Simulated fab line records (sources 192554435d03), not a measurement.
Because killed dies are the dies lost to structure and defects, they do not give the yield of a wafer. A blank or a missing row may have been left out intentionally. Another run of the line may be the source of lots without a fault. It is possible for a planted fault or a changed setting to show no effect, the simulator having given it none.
Matching of chambers ; flow n5-finfet ; N5_DUMMY_GATE_ETCH_32 on rie-si-05: 4 sister chambers
The step etches SiO2 in CF4, target depth 3.5 nm, time 3.9 s. 8 wafers are shown with their chamber, then 12 later ones without.

== WAFERS PAIRED WITH THEIR CHAMBERS ==
wafer;chamber;throttle-valve-pct (%);drypump-motor-current-A (A)
L080.1;0;22.00;6.2
L085.2;0;22.00;6.2
L085.3;1;22.02;6.1
L085.5;2;22.04;6.1
L085.6;3;21.68;5.2
L088.2;2;22.06;6.1
L088.4;3;21.71;5.3
L088.6;1;22.04;6.2

== WAFERS MISSING THEIR CHAMBER ==
wafer;throttle-valve-pct (%);drypump-motor-current-A (A)
L089.2;22.03;6.1
L089.3;21.70;5.2
L089.6;22.06;6.1
L092.3;21.67;5.2
L092.4;22.01;6.2
L092.6;22.04;6.2
L095.2;22.02;6.2
L095.5;22.07;6.2
L095.6;21.70;5.2
L096.1;21.70;5.3
L096.2;22.06;6.2
L096.3;22.04;6.1

== EACH ONE'S CHAMBER ==
wafer;from the rows above;in truth
L089.2;can't be placed: 1 or 2 or 0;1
L089.3;3;3
L089.6;can't be placed: 2 or 1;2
L092.3;3;3
L092.4;can't be placed: 0 or 1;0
L092.6;can't be placed: 1 or 2 or 0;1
L095.2;can't be placed: 1 or 0 or 2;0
L095.5;can't be placed: 2 or 1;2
L095.6;3;3
L096.1;3;3
L096.2;can't be placed: 2 or 1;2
L096.3;can't be placed: 2 or 1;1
4 of 12 placed correctly. Not placeable from these rows: 8 (in 8, the candidates include the true chamber). Wrongly placed: 0.
How it was worked out, from the rows above alone: a wafer's distance from a chamber is the root of the sum, over the readings, of the square of ((its reading less the chamber's mean) divided by the reading's scatter). The wafer belongs to the nearest chamber; if the next one is less than 2 further off, it can't be placed. Each chamber's mean is taken over the wafers shown for it. The scatter: take each reading less its chamber's mean, square it, sum over the shown wafers, divide by the number of wafers less the number of chambers, and take the root.
